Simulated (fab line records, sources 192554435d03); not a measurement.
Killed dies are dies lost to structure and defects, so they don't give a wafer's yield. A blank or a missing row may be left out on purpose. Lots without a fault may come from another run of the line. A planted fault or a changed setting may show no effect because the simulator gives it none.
fab line records | flow n5_finfet
record lots=9 wafers=25 last_day=17
route steps=1938 shown SD_EPI_P@314 BEOL_M4@1096 BEOL_M5@1112 PASSIVATION@1936
lots that met no fault: from a run of the same line without faults
start_h: hours from the record's first day to the start of the lot's first wafer shown | wait_h: hours since the lot's step before | " the same as in the row above | L1.1+2: a row that stands for several wafers | - no value, or no start given | * or withheld: withheld | < > ~ a bound
route shown NAME@n: a module of which the file shows steps, and the number in the route of the first | usual: mean/standard deviation of fault-free wafers | same: alike in all rows | chamber/n: place in a boat | sites: the reading at each site | _std_site: their standard deviation | _edge_site: outer sites' mean less inner sites' | radius_mm: how far each site lies from the wafer's centre | mask NAME#n: copy n | behind: the tool/chamber that last shaped the wafer | hold: why the lot was held/for how many hours/how that ended | device: the transistor (n, p or np) that didn't switch | end of line: the same wafers' tests at the end of the route | a step without rows: its recipe alone | killed: dies lost to structure and defects at the first sort, not the wafer's yield | map: a wafer's dies, x killed, . not, _ none there
set.NAME: the setting as run; set.NAME@STEP: as run at that earlier step | model.NAME: the simulator's own value behind a step, which no gauge read
steps of the route over a sample of lots; a table a step, a row a wafer
services: from which hour (start_h, from the record's first day; less than 0 if before it) a tool's chamber was out of use, for how many hours, and why
## steps
# step N5_SD_EPI_P_SD_RECESS_17
# recipe chemistry=HBr/Cl2/O2 target_depth_a=391 bt_time_s=3 pressure_mtorr=10 icp_w=800 bias_w=112 HBr_flow_sccm=150 Cl2_flow_sccm=80 O2_flow_sccm=12
# usual O2_flow_sccm=12.00/0.04 bias_w=112.0/0.33 drypump_motor_current_A=5.7/0.5 oes_product_au=0.998/0.02 rf_fwd_power_W=795.4/2.6 throttle_valve_pct=37.10/0.3
# columns lot.wafer tool chamber start_h wait_h O2_flow_sccm bias_w drypump_motor_current_A oes_product_au rf_fwd_power_W rf_hours_counter_h throttle_valve_pct
L548.3 rie_si-04 1 54.37 0.0 12.06 111.9 6.0 1.033 794.6 79 37.06
L548.4 " 0 " " 11.94 111.8 5.9 0.987 793.3 45 36.89
L548.5 " 0 " " 11.99 112.0 6.0 0.996 794.5 - 36.87
L551.2 rie_si-04 0 72.64 0.0 12.00 112.2 6.0 0.992 796.1 45 36.87
L551.3 " 2 " " 12.02 112.0 5.7 1.004 797.7 172 36.87
L552.2 rie_si-04 2 77.64 0.0 12.02 111.7 5.7 1.006 793.6 172 36.87
L552.4 " 1 " " 11.97 111.9 6.1 1.033 795.2 80 37.06
L552.6 " 3 " " 11.91 112.0 5.0 1.009 794.1 - 37.45
L554.2 rie_si-01 0 91.00 0.0 12.06 111.7 5.6 0.971 790.4 67 37.11
L554.5 " 3 " " 12.03 111.8 4.8 1.009 798.5 - 37.26
L554.6 " 0 " " 12.08 111.8 5.6 0.967 793.6 - 37.11
L557.2 rie_si-04 3 109.90 0.0 11.95 111.4 4.9 1.002 793.8 135 37.45
L557.3 " 1 " " 11.96 111.9 6.1 1.033 798.2 80 37.08
L557.6 " 0 " " 12.03 112.2 6.0 0.990 796.3 - 36.87
L558.1 rie_si-04 3 118.11 0.0 12.04 111.7 4.9 1.016 794.0 135 37.44
L558.5 " 1 " " 12.03 112.4 6.0 1.037 797.1 - 37.08
L558.6 " 0 " " 11.98 112.3 5.9 0.993 796.8 - 36.87
L560.2 rie_si-04 3 129.73 0.0 12.01 113.0 5.0 1.014 793.1 135 37.45
L560.3 " 0 " " 11.98 112.6 6.0 0.993 795.5 46 36.87
L560.5 " 3 " " 11.94 112.4 5.0 1.014 790.5 - 37.45
L568.2 rie_si-01 3 173.90 0.0 12.06 112.0 4.9 1.003 797.8 112 37.28
L568.6 " 0 " " 11.98 111.4 5.6 0.961 793.6 - 37.12
L570.1 rie_si-04 1 188.87 0.0 12.00 112.5 6.1 1.031 795.4 82 37.08
L570.3 " 2 " " 11.95 112.5 5.7 1.000 791.4 174 36.88
L570.4 " 0 " " 11.96 111.5 6.0 1.000 792.8 48 36.86
# step N5_BEOL_M4_SPUTTER_92
# recipe material=Cu target_thk_a=45 temp_c=-20 chamber_pressure_pa=0.07 power_w=withheld time_s=8.29
# usual chuck_sensor_temp_C=-16.0/0.56 substrate_temp_c=-19.99/0.13 throttle_valve_pct=29.8/1.1
# columns lot.wafer tool chamber start_h wait_h chuck_sensor_temp_C substrate_temp_c throttle_valve_pct
L548.3 pvd_sputter-01 - 158.73 0.1 -16.6 -19.90 30.8
L548.4 " - " " -15.1 -20.00 29.4
L548.5 " - " " -15.1 -20.03 30.7
L551.2 pvd_sputter-01 - 182.52 0.1 -16.6 -20.13 31.0
L551.3 " - " " -15.0 -19.84 29.5
L552.2 pvd_sputter-02 - 184.48 0.1 -16.7 -20.24 30.5
L552.4 " - " " -15.2 -19.77 30.8
L552.6 " - " " -16.8 -20.21 30.4
L554.2 pvd_sputter-01 - 208.34 0.1 -16.3 -20.08 28.2
L554.5 " - " " -16.3 -19.98 28.2
L554.6 " - " " -15.4 -20.23 30.7
L557.2 pvd_sputter-02 - 235.69 0.1 -16.1 -19.76 30.8
L557.3 " - " " -15.2 -20.09 31.1
L557.6 " - " " -16.0 -20.12 30.1
L558.1 pvd_sputter-02 - 238.67 0.1 -16.3 -19.93 29.7
L558.5 " - " " -16.7 -19.90 30.6
L558.6 " - " " -16.1 -19.88 29.9
L560.2 pvd_sputter-01 - 244.47 0.1 -16.5 -19.93 30.5
L560.3 " - " " -15.3 -20.20 30.7
L560.5 " - " " -15.2 -20.00 29.4
L568.2 pvd_sputter-03 - 291.38 0.1 -16.0 -19.94 27.4
L568.6 " - " " -15.2 -20.19 28.6
L570.1 pvd_sputter-01 - 308.38 0.1 -15.5 -19.94 30.5
L570.3 " - " " -15.1 -20.11 29.3
L570.4 " - " " -16.4 -20.14 28.0
# step N5_BEOL_M4_SPUTTER_96
# recipe material=Cu target_thk_a=45 temp_c=-20 chamber_pressure_pa=0.07 power_w=withheld time_s=8.29
# usual chuck_sensor_temp_C=-16.0/0.56 substrate_temp_c=-20.01/0.1 throttle_valve_pct=29.8/1.1
# columns lot.wafer tool chamber start_h wait_h chuck_sensor_temp_C substrate_temp_c throttle_valve_pct
L548.3 pvd_sputter-01 - 159.17 0.1 -16.5 -20.05 30.7
L548.4 " - " " -15.1 -19.90 29.6
L548.5 " - " " -15.5 -20.06 30.6
L551.2 pvd_sputter-01 - 182.96 0.1 -16.7 -20.18 30.8
L551.3 " - " " -15.1 -20.06 29.4
L552.2 pvd_sputter-02 - 184.92 0.1 -16.8 -20.11 30.6
L552.4 " - " " -15.3 -20.09 30.9
L552.6 " - " " -16.7 -20.01 30.5
L554.2 pvd_sputter-01 - 208.78 0.1 -16.4 -19.89 28.2
L554.5 " - " " -16.3 -20.01 27.9
L554.6 " - " " -15.5 -20.01 30.6
L557.2 pvd_sputter-02 - 236.13 0.1 -15.8 -19.79 31.2
L557.3 " - " " -15.4 -20.01 31.1
L557.6 " - " " -16.3 -20.05 29.6
L558.1 pvd_sputter-02 - 239.11 0.1 -16.1 -20.14 30.0
L558.5 " - " " -16.7 -20.06 30.2
L558.6 " - " " -16.2 -19.99 29.7
L560.2 pvd_sputter-01 - 244.91 0.1 -16.5 -20.00 30.8
L560.3 " - " " -15.5 -20.10 30.6
L560.5 " - " " -14.9 -19.90 29.6
L568.2 pvd_sputter-03 - 291.82 0.1 -16.2 -20.07 27.3
L568.6 " - " " -15.3 -19.99 28.6
L570.1 pvd_sputter-01 - 308.82 0.1 -15.4 -20.00 30.5
L570.3 " - " " -15.2 -20.12 29.5
L570.4 " - " " -16.3 -19.93 28.2
# step N5_BEOL_M4_RC_MEAS_101
# usual CJ_P=5.73/0.24 DIBL_N=35.9/1.7 DIBL_P=35.8/2.2 IOFF_N=0.15/0.03 IOFF_P=0.21/0.036 ION_N=674/12 ION_P=463/7.2 SS_N=71.3/0.59 SS_P=73.1/0.69 VT_N=250/3 VT_P=-251/3.2
# columns lot.wafer tool chamber start_h wait_h CJ_P DIBL_N[mV/V] DIBL_P[mV/V] IOFF_N[nA/um] IOFF_P[nA/um] ION_N[uA/um] ION_P[uA/um] SS_N[mV/dec] SS_P[mV/dec] VT_N[mV] VT_P[mV]
L548.3 prober-02 0 160.58 0.3 5.72 35.6 36.5 0.14 0.22 673 468 72.2 74.0 250 -248
L548.4 " 0 " " 5.48 35.3 36.0 0.14 0.20 678 464 71.1 73.4 250 -252
L548.5 " 0 " " 6.00 33.9 34.0 0.12 0.17 674 462 71.0 73.0 253 -252
L551.2 prober-01 0 184.27 0.2 5.32 38.9 36.7 0.20 0.23 691 467 71.1 73.1 247 -247
L551.3 " 0 " " 5.51 37.9 36.7 0.19 0.25 670 462 71.4 72.5 245 -246
L552.2 prober-01 0 186.19 0.2 5.80 36.8 37.1 0.17 0.23 676 469 71.6 73.7 250 -248
L552.4 " 0 " " 5.63 36.7 36.6 0.16 0.22 678 469 71.8 73.8 252 -249
L552.6 " 0 " " 5.72 36.3 36.3 0.17 0.22 682 472 71.7 73.7 249 -249
L554.2 prober-02 0 210.04 0.2 5.96 36.5 36.2 0.16 0.21 676 465 71.3 72.6 249 -251
L554.5 " 0 " " 6.04 37.8 37.1 0.18 0.23 693 464 71.6 72.4 246 -248
L554.6 " 0 " " 5.94 38.6 38.2 0.20 0.25 684 471 72.5 73.0 246 -247
L557.2 prober-02 0 237.47 0.2 4.77 35.7 35.0 0.16 0.15 688 453 71.5 73.4 248 -256
L557.3 " 0 " " 5.85 33.1 33.1 0.12 0.14 658 447 70.5 72.7 251 -258
L557.6 " 0 " " 5.32 35.6 35.3 0.16 0.17 684 457 70.8 73.5 248 -256
L558.1 prober-02 0 240.21 0.0 5.90 33.3 32.4 0.10 0.14 656 457 70.1 71.9 252 -255
L558.5 " 0 " " 4.99 34.1 33.8 0.12 0.14 665 447 70.3 72.8 253 -258
L558.6 " 0 " " 5.36 34.9 33.7 0.12 0.15 649 447 70.9 72.8 253 -258
L560.2 prober-02 0 246.18 0.2 5.31 36.9 35.9 0.18 0.21 690 461 71.2 72.8 246 -249
L560.3 " 0 " " 5.90 36.7 37.3 0.17 0.24 670 457 71.8 73.6 250 -248
L560.5 " 0 " " 4.97 35.9 34.4 0.15 0.19 678 458 71.6 73.1 251 -253
L568.2 prober-02 0 293.08 0.2 5.44 37.1 36.8 0.17 0.25 679 472 71.1 73.1 249 -246
L568.6 " 0 " " 5.99 35.7 35.6 0.15 0.22 677 464 71.6 73.1 249 -248
L570.1 prober-02 0 310.02 0.0 5.84 35.8 36.1 0.15 0.21 673 461 71.4 73.9 248 -251
L570.3 " 0 " " 5.94 37.6 38.6 0.19 0.25 686 467 72.0 74.6 246 -249
L570.4 " 0 " " 5.66 34.1 33.2 0.12 0.16 665 455 70.5 72.6 255 -251
# step N5_BEOL_M5_ILD_DEP_00
# recipe material=SiCOH_lowk target_thk_a=1406.4 temp_c=300 precursor=DEMS/porogen pressure_torr=5 rf_w=500 time_s=25.9
# usual heater_power_w=274/27 rf_fwd_power_W=495.3/1.8 showerhead_plenum_p_Torr=5.732/0.011 throttle_valve_pct=13.7/0.52
# columns lot.wafer tool chamber start_h wait_h heater_power_w rf_fwd_power_W showerhead_plenum_p_Torr since_wet_clean_h throttle_valve_pct
L548.3 pecvd-02 0 161.25 0.5 276 492.6 5.725 - 13.5
L548.4 " 1 " " 319 497.2 5.745 - 12.9
L548.5 " 1 " " 319 496.5 5.737 - 12.8
L551.2 pecvd-02 0 185.08 0.7 220 492.7 5.729 1251 13.6
L551.3 " 2 " " 282 495.7 5.752 436 13.3
L552.2 pecvd-02 0 187.00 0.7 271 491.1 5.730 1253 13.3
L552.4 " 1 " " 311 495.5 5.737 - 12.6
L552.6 " 0 " " 278 494.7 5.737 - 13.5
L554.2 pecvd-01 0 210.84 0.7 289 493.0 5.733 1096 14.9
L554.5 " 2 " " 259 493.2 5.748 - 13.6
L554.6 " 0 " " 301 496.2 5.718 - 14.5
L557.2 pecvd-01 2 238.29 0.7 221 491.5 5.742 369 13.5
L557.3 " 0 " " 244 493.9 5.721 1123 14.8
L557.6 " 1 " " 262 493.3 5.723 - 14.3
L558.1 pecvd-02 1 241.17 0.8 330 497.3 5.745 2033 12.8
L558.5 " 1 " " 325 496.7 5.741 - 12.8
L558.6 " 2 " " 243 495.3 5.736 - 13.5
L560.2 pecvd-04 0 246.99 0.7 282 496.0 5.733 951 14.0
L560.3 " 2 " " 271 495.5 5.712 197 13.8
L560.5 " 1 " " 249 496.5 5.730 - 14.1
L568.2 pecvd-01 0 293.89 0.7 297 495.2 5.725 1179 14.5
L568.6 " 2 " " 239 494.0 5.744 - 13.7
L570.1 pecvd-04 2 310.98 0.8 263 495.0 5.709 261 13.6
L570.3 " 1 " " 276 494.1 5.741 1740 13.9
L570.4 " 0 " " 287 497.3 5.735 - 14.0
# step N5_PASSIVATION_PROBE_49
# usual defect_limited_yield=91.0/1.5 killed_at_M0_to_M3=35/12 killed_at_M4_up=15/5.8 killed_at_contacts=14/7.2 killed_at_front_end=40/10 killed_at_other=3/3 killed_dies=106/18 killed_open=68/14 killed_short=35/7.2 sort_bin_5_function=5.2/0.96 sort_bin_6_memory=3.3/0.69 sort_n_pass=1074/18 sort_yield_pct=91.0/1.5
# same gross_dies=1180 killed_at_back_side=0 sort_bin_4_leakage[%]=0 sort_bin_8_speed[%]=0
# columns lot.wafer tool chamber start_h wait_h defect_limited_yield[%] killed_at_M0_to_M3 killed_at_M4_up killed_at_contacts killed_at_front_end killed_at_other killed_dies killed_open killed_short sort_bin_5_function[%] sort_bin_6_memory[%] sort_n_pass sort_yield_pct[%]
L551.2 prober-02 - 281.14 0.1 90.9 42 11 9 42 3 107 76 30 5.3 3.4 1073 90.9
L551.3 prober-02 - 281.19 0.1 91.3 35 11 11 40 6 103 73 28 5.6 3.1 1077 91.3
L554.2 prober-01 - 308.31 0.1 88.3 69 15 19 33 2 138 89 47 6.9 3.9 1042 88.3
L554.5 prober-01 - 308.46 0.2 89.9 41 23 23 32 0 119 85 32 6.5 3.6 1061 89.9
L554.6 prober-01 - 308.51 0.3 89.8 44 27 13 36 0 120 80 36 5.6 3.8 1060 89.8
L558.1 prober-02 - 336.24 0.0 91.2 36 16 18 34 0 104 79 21 4.7 3.9 1076 91.2
L558.5 prober-02 - 336.44 0.2 91.1 20 11 23 51 0 105 57 45 5.7 2.9 1075 91.1
L558.6 prober-02 - 336.49 0.3 90.9 34 10 14 45 4 107 68 36 5.1 3.6 1073 90.9
L557.2 prober-02 - 343.62 0.1 89.8 37 13 28 36 6 120 83 32 6.6 3.6 1060 89.8
L557.3 prober-02 - 343.67 0.1 88.1 46 29 18 43 4 140 96 38 6.5 4.5 1040 88.1
L557.6 prober-02 - 343.82 0.3 88.4 51 19 17 48 2 137 96 38 6.4 4.6 1043 88.4
L568.2 prober-02 - 391.57 0.1 88.5 56 13 13 47 7 136 88 42 6.0 4.7 1044 88.5
L568.6 prober-02 - 391.77 0.3 91.3 33 13 13 37 7 103 67 36 5.8 2.5 1077 91.3
# killed by level:class
L551.2 BEOL_M3:geometric_particle:open=10 STI_FIN_REVEAL:geometric_particle:open=8 MOL_CONTACT_COAG:geometric_particle:open=8 BEOL_M0_SAQP:geometric_particle:open=8 BEOL_M2:geometric_particle:open=7 BEOL_M0_SAQP:geometric_particle:short=7 STARTING-WAFER:geometric_particle:open=7 FIN_SAQP:geometric_particle:open=6
L551.3 FIN_SAQP:geometric_particle:open=12 MOL_CONTACT_COAG:geometric_particle:open=9 BEOL_M0_SAQP:geometric_particle:open=8 DUMMY_GATE:geometric_particle:open=8 BEOL_M2:geometric_particle:open=7 BEOL_M0_SAQP:geometric_particle:short=6 BEOL_M3:geometric_particle:open=6 GATE_CUT:geometric_particle:short=5
L554.2 BEOL_M0_SAQP:geometric_particle:open=16 MOL_CONTACT_COAG:geometric_particle:open=16 BEOL_M0_SAQP:geometric_particle:short=15 BEOL_M2:geometric_particle:open=13 FIN_SAQP:geometric_particle:short=8 DUMMY_GATE:geometric_particle:open=8 BEOL_M3:geometric_particle:open=8 BEOL_M1:geometric_particle:open=7
L554.5 MOL_CONTACT_COAG:geometric_particle:open=18 BEOL_M4:geometric_particle:open=12 STI_FIN_REVEAL:geometric_particle:open=9 BEOL_M1:geometric_particle:open=9 BEOL_M2:geometric_particle:open=9 BEOL_M0_SAQP:geometric_particle:open=8 FIN_SAQP:geometric_particle:open=6 BEOL_M0_SAQP:geometric_particle:short=6
L554.6 BEOL_M4:geometric_particle:open=14 MOL_CONTACT_COAG:geometric_particle:open=13 BEOL_M0_SAQP:geometric_particle:open=13 STI_FIN_REVEAL:geometric_particle:open=11 BEOL_M0_SAQP:geometric_particle:short=8 BEOL_M1:geometric_particle:open=6 STI_FIN_REVEAL:geometric_particle:short=5 BEOL_M4:geometric_particle:short=5
L558.1 MOL_CONTACT_COAG:geometric_particle:open=13 FIN_SAQP:geometric_particle:open=9 BEOL_M1:geometric_particle:open=9 DUMMY_GATE:geometric_particle:open=7 BEOL_M0:geometric_particle:open=7 BEOL_M0_SAQP:geometric_particle:short=6 BEOL_M0_SAQP:geometric_particle:open=5 BEOL_M5:geometric_particle:open=4
L558.5 FIN_SAQP:geometric_particle:short=17 MOL_CONTACT_COAG:geometric_particle:open=17 FIN_SAQP:geometric_particle:open=11 BEOL_M0_SAQP:geometric_particle:open=7 BEOL_M0_SAQP:geometric_particle:short=6 ILD0:geometric_particle:short=5 GATE_CUT:geometric_particle:open=4 MOL_CONTACT_COAG:geometric_particle:short=4
L558.6 FIN_SAQP:geometric_particle:short=15 MOL_CONTACT_COAG:geometric_particle:open=11 FIN_SAQP:geometric_particle:open=8 BEOL_M0:geometric_particle:open=7 BEOL_M1:geometric_particle:open=6 BEOL_M2:geometric_particle:open=6 STI_FIN_REVEAL:geometric_particle:open=4 BEOL_M0_SAQP:geometric_particle:short=4
L557.2 MOL_CONTACT_COAG:geometric_particle:open=25 BEOL_M2:geometric_particle:open=10 STI_FIN_REVEAL:geometric_particle:open=9 FIN_SAQP:geometric_particle:short=8 BEOL_M0_SAQP:geometric_particle:open=7 STARTING-WAFER:geometric_particle:open=5 FIN_SAQP:geometric_particle:open=4 BEOL_M0_SAQP:geometric_particle:short=4
L557.3 STI_FIN_REVEAL:geometric_particle:open=20 BEOL_M3:geometric_particle:open=14 MOL_CONTACT_COAG:geometric_particle:open=14 BEOL_M4:geometric_particle:open=11 BEOL_M2:geometric_particle:open=11 BEOL_M3:geometric_particle:short=9 BEOL_M8:geometric_particle:open=6 GATE_CUT:geometric_particle:short=4
L557.6 MOL_CONTACT_COAG:geometric_particle:open=16 FIN_SAQP:geometric_particle:open=13 FIN_SAQP:geometric_particle:short=10 BEOL_M1:geometric_particle:open=8 BEOL_M0_SAQP:geometric_particle:open=8 BEOL_M0:geometric_particle:open=8 STI_FIN_REVEAL:geometric_particle:open=7 BEOL_M3:geometric_particle:short=7
L568.2 BEOL_M2:geometric_particle:open=12 MOL_CONTACT_COAG:geometric_particle:open=10 STI_FIN_REVEAL:geometric_particle:open=8 ILD0:geometric_particle:open=8 BEOL_M0_SAQP:geometric_particle:short=8 BEOL_M1:geometric_particle:open=8 BEOL_M3:geometric_particle:open=6 BEOL_M4:geometric_particle:open=6
L568.6 MOL_CONTACT_COAG:geometric_particle:open=12 GATE_CUT:geometric_particle:short=10 STI_FIN_REVEAL:geometric_particle:open=8 BEOL_M1:geometric_particle:open=7 GATE_CUT:geometric_particle:open=6 BEOL_M2:geometric_particle:open=6 BEOL_M0_SAQP:geometric_particle:short=5 BEOL_M0_SAQP:geometric_particle:open=4
## services
# columns tool chamber start_h hours kind
rie_si-04 3 48.64 5.0 repair
pecvd-01 - 50.96 0.6 repair
pecvd-04 - 54.00 14.6 pm
pecvd-04 - 73.13 0.7 repair
pecvd-02 2 74.04 2.1 scheduled_down
rie_si-04 - 77.94 0.3 repair
pvd_sputter-02 - 98.41 3.3 repair
rie_si-01 - 98.87 29.1 repair
pecvd-04 1 109.29 5.5 scheduled_down
pecvd-01 1 109.71 5.5 scheduled_down
pvd_sputter-03 - 118.41 4.7 repair
pvd_sputter-01 - 119.28 0.6 repair
rie_si-04 3 132.16 13.9 repair
pecvd-02 1 143.90 5.5 scheduled_down
pecvd-02 2 156.89 8.1 repair
rie_si-04 2 161.45 9.2 repair
pecvd-02 0 170.43 5.5 scheduled_down
pecvd-04 2 202.20 2.1 scheduled_down
rie_si-04 0 228.18 15.0 repair
pecvd-01 2 230.65 5.5 scheduled_down
pecvd-01 - 255.84 5.9 repair
pecvd-04 1 285.89 2.1 scheduled_down
rie_si-01 2 286.21 2.4 repair
## key
first_sign step=N5_BEOL_M4_RC_MEAS_101 reading=CJ_P direction=down sigmas=3 usual=5.73 struck=5.01
effect none on later readings
met_at N5_SD_EPI_P_SD_RECESS_17
struck_lots L557,L558,L560
struck_wafers L557.2,L558.5,L560.2,L560.5
not_acting_at N5_BEOL_M4_SPUTTER_92,N5_BEOL_M4_SPUTTER_96,N5_BEOL_M5_ILD_DEP_00
onset_between 77.64 109.90
fault kind=process_parameter_drift tool=rie_si-04 chamber=- onset_h=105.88 steps=N5_SD_EPI_P_SD_RECESS_17 channel=target_depth_a offset=-46.772 shape=step end_h=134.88 scope=struck_wafers_only acts_in=these_recipes_only stated=391
